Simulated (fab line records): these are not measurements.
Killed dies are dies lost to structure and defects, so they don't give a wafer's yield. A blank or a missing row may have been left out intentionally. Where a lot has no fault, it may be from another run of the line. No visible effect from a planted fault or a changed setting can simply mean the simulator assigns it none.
fab line records    flow nand-harc
record: lots: 6  wafers: 18  last-day: 33
route steps=1302 shown A_SGD_CUT@916 A_SLIT@922
lots with no fault: from the same line, run without faults
start-h: hours from the record's opening day to when the first of the lot's shown wafers began    wait-h: hours from the lot's prior step to this one    " same as the row above    L1.1+2: several wafers, shown together as one row    - value missing, or start not given    * or withheld: withheld    < > ~ a bound
route shown NAME@n: NAME is a module with steps in the file, n the number in the route of the first one    usual: mean/standard deviation of fault-free wafers    same: alike in all rows    chamber/n: place in a boat    sites: readings site by site    _std_site: the values' standard deviation    _edge_site: inner sites' mean taken away from outer sites' mean    radius-mm: how far each site lies from the wafer's centre    mask NAME#n: copy n    behind: the most recent tool/chamber to have shaped the wafer    hold: reason for holding the lot/hours on hold/outcome of the hold    device: whichever transistor did not switch (one of n, p or np)    end of line: the route-end tests of the same wafers    for a step that has no rows: nothing shown but its recipe    killed: the dies lost at the first sort to structure and to defects; this is not the yield of the wafer    map: a wafer's dies, x killed, . not, _ none there
set.NAME: the setting the step ran with; set.NAME@STEP: the setting that earlier step ran with    model.NAME: the simulator's own value behind a step, which no gauge read
a table for each step, a row for each wafer; lots at some steps of the route
services: the hour from which a tool's chamber was out of use, counted from the record's first day as start-h (under 0 if before that day), plus the number of hours and why
== steps ==
step: NHARC_A_SGD_CUT_THK_MEAS_22
recipe: thk-meas-gauge: ellipsometry
usual: thk-nm: 147.9/1.4
lot.wafer  tool           chamber  start-h  wait-h  thk-nm
L507.1     film-metro-02  -        468.59   0.2     148.2
L507.2     "              -        "        "       150.1
L507.5     "              -        "        "       145.6
L509.1     film-metro-02  -        479.79   0.2     146.6
L509.4     "              -        "        "       147.1
L509.5     "              -        "        "       148.6
L517.2     film-metro-02  -        572.07   0.2     149.9
L517.3     "              -        "        "       147.0
L517.5     "              -        "        "       149.3
L519.1     film-metro-01  -        586.79   0.2     149.4
L519.2     "              -        "        "       148.4
L519.4     "              -        "        "       148.8
L526.1     film-metro-02  -        666.03   0.2     146.6
L526.4     "              -        "        "       147.1
L526.6     "              -        "        "       144.4
L525.1     film-metro-01  -        666.05   0.2     147.5
L525.2     "              -        "        "       146.5
L525.3     "              -        "        "       147.8
step: NHARC_A_SGD_CUT_SRD_23
step: NHARC_A_SGD_CUT_ETCH_26
recipe: target-depth-a: 458  chemistry: dHF  material: SiO2
step: NHARC_A_SGD_CUT_ETCHBACK_24
recipe: target-depth-a: 500  over-etch-frac: 0.3  time-s: 92.857  ion-energy-ev: 120  ch3f-flow-sccm: 50  o2-flow-sccm: 30  ar-flow-sccm: 200  rf-w: 500  bias-w: 100  chemistry: CH3F/O2
usual: drypump-motor-current-A: 5.8/0.46  o2-flow-sccm: 30.00/0.091  oes-product-au: 0.97/0.037  rf-vpp-V: 245.2/1.5  showerhead-plenum-p-Torr: 2.52/0.086  throttle-valve-pct: 20.663/0.0091
same: over-etch-frac: 0.3
lot.wafer  tool         chamber  start-h  wait-h  drypump-motor-current-A  o2-flow-sccm  oes-product-au  rf-hours-counter-h  rf-vpp-V  showerhead-plenum-p-Torr  throttle-valve-pct
L507.1     rie-diel-05  0        468.81   0.1     5.4                      30.05         0.93            2                   244.3     2.41                      20.651
L507.2     "            3        "        "       5.3                      30.06         0.92            2                   242.4     2.40                      20.659
L507.5     "            1        "        "       6.3                      30.10         0.92            -                   246.3     2.50                      20.660
L509.4     rie-diel-04  0        480.04   0.2     5.1                      30.03         1.01            7                   246.0     2.61                      20.656
L509.1     "            1        "        "       6.2                      29.94         1.00            7                   246.7     2.58                      20.650
L509.5     "            2        "        "       5.3                      30.00         1.01            -                   245.1     2.60                      20.671
L517.2     rie-diel-06  1        572.29   0.1     5.7                      30.00         0.92            9                   246.5     2.59                      20.666
L517.3     "            0        "        "       6.5                      30.05         0.93            8                   244.4     2.36                      20.660
L517.5     "            1        "        "       5.7                      29.98         0.92            -                   247.2     2.59                      20.664
L519.1     rie-diel-06  3        587.10   0.2     5.3                      29.99         0.94            9                   245.0     2.58                      20.672
L519.4     "            0        "        "       6.5                      29.95         0.95            9                   243.9     2.36                      20.669
L519.2     "            1        "        "       5.7                      30.00         0.94            10                  245.4     2.59                      20.663
L526.1     rie-diel-05  1        666.27   0.1     6.3                      30.00         0.92            4                   245.9     2.50                      20.666
L526.4     "            2        "        "       5.5                      29.97         0.93            3                   244.7     2.54                      20.665
L526.6     "            1        "        "       6.3                      30.16         0.92            -                   244.0     2.50                      20.668
L525.1     rie-diel-04  0        666.28   0.1     5.1                      29.93         0.98            7                   246.3     2.60                      20.656
L525.2     "            1        "        "       6.2                      30.07         0.99            7                   245.8     2.57                      20.664
L525.3     "            3        "        "       6.1                      29.93         1.00            9                   243.0     2.41                      20.667
step: NHARC_A_SGD_CUT_STRIP_28
recipe: time-s: 20  o2-flow-sccm: 500  ar-flow-sccm: 0  bias-w: 0  chemistry: O2
usual: drypump-motor-current-A: 5.8/0.46  o2-flow-sccm: 500.2/1.7  oes-product-au: 1.002/0.01  rf-vpp-V: 58.0/0.84  showerhead-plenum-p-Torr: 3.61/0.12  throttle-valve-pct: 17.038/0.0096
lot.wafer  tool         chamber  start-h  wait-h  drypump-motor-current-A  o2-flow-sccm  oes-product-au  rf-hours-counter-h  rf-vpp-V  showerhead-plenum-p-Torr  throttle-valve-pct
L507.2     rie-diel-05  1        -        -       6.3                      508.0         0.992           3                   58.6      3.59                      17.032
L507.1     "            2        "        "       5.5                      498.6         0.988           2                   57.7      3.64                      17.058
L507.5     "            3        "        "       5.3                      501.1         0.987           -                   57.0      3.44                      17.038
L509.1     rie-diel-04  2        -        -       5.4                      501.2         1.000           8                   58.0      3.72                      17.029
L509.4     "            0        "        "       5.1                      500.9         0.998           7                   58.4      3.74                      17.046
L509.5     "            3        "        "       6.1                      498.1         1.017           -                   58.0      3.47                      17.029
L517.2     rie-diel-06  0        -        -       6.5                      499.3         1.000           8                   57.5      3.39                      17.032
L517.3     "            1        "        "       5.7                      498.9         0.984           9                   58.9      3.71                      17.036
L517.5     "            0        "        "       6.5                      500.6         1.006           -                   57.5      3.39                      17.045
L519.1     rie-diel-06  2        -        -       6.2                      502.0         1.013           9                   58.0      3.69                      17.048
L519.4     "            3        "        "       5.3                      496.8         1.010           9                   59.2      3.69                      17.035
L519.2     "            0        "        "       6.5                      501.5         1.009           9                   57.7      3.39                      17.020
L526.1     rie-diel-05  3        -        -       5.4                      502.8         0.989           4                   59.4      3.44                      17.029
L526.4     "            2        "        "       5.5                      498.7         1.008           3                   57.7      3.64                      17.045
L526.6     "            0        "        "       5.4                      498.0         0.991           -                   57.7      3.46                      17.034
L525.3     rie-diel-04  3        -        -       6.1                      500.4         1.007           9                   58.3      3.47                      17.024
L525.2     "            0        "        "       5.1                      499.7         1.004           7                   58.9      3.73                      17.028
L525.1     "            1        "        "       6.2                      499.5         0.997           7                   60.1      3.68                      17.027
step: NHARC_A_SGD_CUT_INSPECT_25
usual: raw-defect-count: 409/96
lot.wafer  tool               chamber  start-h  wait-h  raw-defect-count
L507.1     defect-inspect-01  -        469.05   -       418
L507.2     "                  -        "        "       364
L507.5     "                  -        "        "       407
L509.1     defect-inspect-01  -        480.26   -       460
L509.4     "                  -        "        "       474
L509.5     "                  -        "        "       370
L517.2     defect-inspect-01  -        572.53   -       426
L517.3     "                  -        "        "       414
L517.5     "                  -        "        "       294
L519.1     defect-inspect-01  -        587.34   -       393
L519.2     "                  -        "        "       274
L519.4     "                  -        "        "       331
L526.1     defect-inspect-01  -        666.50   -       345
L526.4     "                  -        "        "       343
L526.6     "                  -        "        "       355
L525.1     defect-inspect-02  -        666.53   -       404
L525.2     "                  -        "        "       448
L525.3     "                  -        "        "       533
step: NHARC_A_SLIT_DEP_25
recipe: target-thk-a: 2000  temp-c: 400  pressure-torr: 6.5  rf-w: 900  teos-flow-sccm: 161.4  flow-sccm: 2650  target-thk-nm: 200  gas: O2  material: SiO2
usual: heater-power-w: 551/76  susceptor-temp-C: 399.98/0.22  throttle-valve-pct: 16.0/0.64
lot.wafer  tool      chamber  start-h  wait-h  heater-power-w  susceptor-temp-C  throttle-valve-pct
L507.2     pecvd-02  1        469.12   0.1     587             400.06            16.7
L507.1     "         2        "        "       546             399.88            14.8
L507.5     "         0        "        "       665             400.01            15.7
L509.1     pecvd-01  1        480.40   0.1     469             400.26            15.9
L509.4     "         0        "        "       648             400.06            16.9
L509.5     "         1        "        "       478             400.28            16.3
L517.2     pecvd-02  2        572.64   0.1     480             400.23            15.0
L517.3     "         0        "        "       653             400.05            15.7
L517.5     "         0        "        "       652             400.24            15.9
L519.2     pecvd-01  0        587.41   0.1     673             400.00            16.7
L519.1     "         2        "        "       518             399.79            15.7
L519.4     "         1        "        "       450             400.24            15.5
L526.1     pecvd-04  2        666.57   0.1     440             400.10            15.6
L526.4     "         2        "        "       452             400.09            15.7
L526.6     "         1        "        "       674             400.23            16.0
L525.2     pecvd-02  2        666.59   0.1     494             399.90            15.3
L525.3     "         0        "        "       572             399.99            15.6
L525.1     "         1        "        "       545             400.02            16.9
step: NHARC_A_SLIT_DEP_00
recipe: target-thk-a: 62000  temp-c: 400  material: aC
usual: susceptor-temp-C: 399.97/0.19  throttle-valve-pct: 35.000/0.0085
lot.wafer  tool        chamber  start-h  wait-h  susceptor-temp-C  throttle-valve-pct
L507.1     acl-dep-03  0        469.96   -       400.15            35.012
L507.2     "           0        "        "       399.83            34.992
L507.5     "           0        472.50   -       399.80            34.991
L509.1     acl-dep-03  0        480.66   -       399.90            34.996
L509.4     "           0        482.54   -       400.08            34.987
L509.5     "           0        "        "       399.73            34.993
L517.2     acl-dep-03  0        573.57   -       399.97            35.005
L517.3     "           0        "        "       400.39            35.008
L517.5     "           0        575.45   -       400.08            35.009
L519.1     acl-dep-01  0        587.75   -       399.52            35.006
L519.2     "           0        "        "       399.85            34.978
L519.4     "           0        589.63   -       399.81            35.000
L526.1     acl-dep-02  0        668.93   -       399.80            35.004
L526.4     "           0        670.81   -       399.87            34.996
L526.6     "           0        672.07   -       400.06            35.002
L525.1     acl-dep-01  0        671.75   -       399.71            34.977
L525.2     "           0        "        "       399.59            35.001
L525.3     "           0        "        "       399.82            35.007
step: NHARC_A_SLIT_DEP_23
recipe: target-thk-a: 1000  target-thk-nm: 100  temp-c: 400  pressure-torr: 3.5  flow-sccm: 200  rf-w: 350  material: SiON
usual: heater-power-w: 743/84  susceptor-temp-C: 400.00/0.21
lot.wafer  tool      chamber  start-h  wait-h  heater-power-w  susceptor-temp-C
L507.1     pecvd-01  2        473.80   3.2     709             399.95
L507.2     "         0        "        "       859             399.70
L507.5     "         1        "        "       660             399.93
L509.1     pecvd-02  0        484.50   3.2     847             400.08
L509.4     "         1        "        "       717             400.04
L509.5     "         2        "        "       699             400.12
L517.3     pecvd-04  1        576.73   1.9     844             399.70
L517.2     "         0        "        "       719             399.87
L517.5     "         2        "        "       673             399.68
L519.1     pecvd-01  0        591.62   3.2     862             400.27
L519.2     "         1        "        "       737             400.05
L519.4     "         2        "        "       664             399.90
L526.1     pecvd-04  2        672.75   3.2     581             400.31
L526.6     "         1        "        "       813             400.28
L526.4     "         0        "        "       701             399.61
L525.2     pecvd-02  1        675.56   2.5     763             400.28
L525.1     "         2        "        "       703             400.05
L525.3     "         0        "        "       837             400.12
step: NHARC_A_SLIT_DEHYDRATE_01
recipe: temp-c: 150  time-s: 120
step: NHARC_A_SLIT_HMDS_02
recipe: time-s: 30
step: NHARC_A_SLIT_COAT_03
recipe: spin-rpm: 1500  resist-thk-nm: 90
step: NHARC_A_SLIT_SOFTBAKE_04
recipe: temp-c: 105  time-s: 55
usual: heater-power-total-W: 188.45/0.13
lot.wafer  tool            chamber  start-h  wait-h  heater-power-total-W
L507.1     litho-track-01  0        474      -       200.83
L507.2     "               0        "        "       200.89
L507.5     "               0        "        "       188.69
L509.1     litho-track-01  0        484      -       200.77
L509.4     "               0        "        "       188.48
L509.5     "               0        "        "       188.51
L517.2     litho-track-04  0        577      -       188.71
L517.3     "               0        "        "       188.48
L517.5     "               0        "        "       188.41
L519.1     litho-track-01  0        591      -       188.48
L519.2     "               0        "        "       188.32
L519.4     "               0        "        "       188.52
L526.1     litho-track-06  0        673      -       188.37
L526.4     "               0        "        "       188.31
L526.6     "               0        "        "       188.45
L525.1     litho-track-04  0        675      -       188.74
L525.2     "               0        "        "       188.34
L525.3     "               0        "        "       188.44
step: NHARC_A_SLIT_EBR_05
== services ==
tool         chamber  start-h  hours  kind
pecvd-04     2        445.47   17.1   repair
pecvd-04     -        450.00   13.0   pm
rie-diel-04  -        470.88   1.2    repair
rie-diel-06  -        484.23   9.0    pm
pecvd-02     0        486.27   6.3    repair
pecvd-01     -        493.73   13.0   pm
rie-diel-06  1        498.65   4.1    repair
rie-diel-04  2        499.89   12.8   repair
rie-diel-04  3        500.92   15.8   repair
rie-diel-04  -        501.60   0.7    repair
pecvd-02     -        516.82   0.7    repair
rie-diel-04  -        531.90   9.0    pm
rie-diel-05  1        545.71   4.2    repair
rie-diel-05  1        552.08   10.0   repair
rie-diel-05  0        572.87   14.0   repair
rie-diel-05  -        583.60   9.0    pm
rie-diel-04  1        584.49   7.1    repair
pecvd-02     -        589.29   13.0   pm
rie-diel-04  0        603.18   10.1   repair
rie-diel-05  2        617.42   7.7    repair
rie-diel-06  3        648.63   3.7    repair
rie-diel-05  0        656.66   4.6    repair
rie-diel-06  -        661.23   9.0    pm
pecvd-01     -        674.73   13.0   pm
== key ==
first-sign: step: NHARC_A_SLIT_SOFTBAKE_04  reading: heater-power-total-W  direction: up  sigmas: 94  usual: *  struck: *
effect none on later readings
met-at NHARC_A_SLIT_SOFTBAKE_04
struck-wafers L507.1,L507.2,L509.1
tester-left-out L507,L509
fault: kind: process-parameter-drift  tool: litho-track-01  chamber: -  onset-h: 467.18  steps: NHARC_A_SLIT_SOFTBAKE_04  channel: time-s  offset: *  shape: step  end-h: 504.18  scope: struck-wafers-only  acts-in: *  stated: *
tester-left-out: of these lots the tester's yield and bins aren't shown, on N5 and GAA mostly nor the transistor test; their killed dies are dies lost to structure and defects alone, not to doping, threshold or leakage, so they don't give the yield
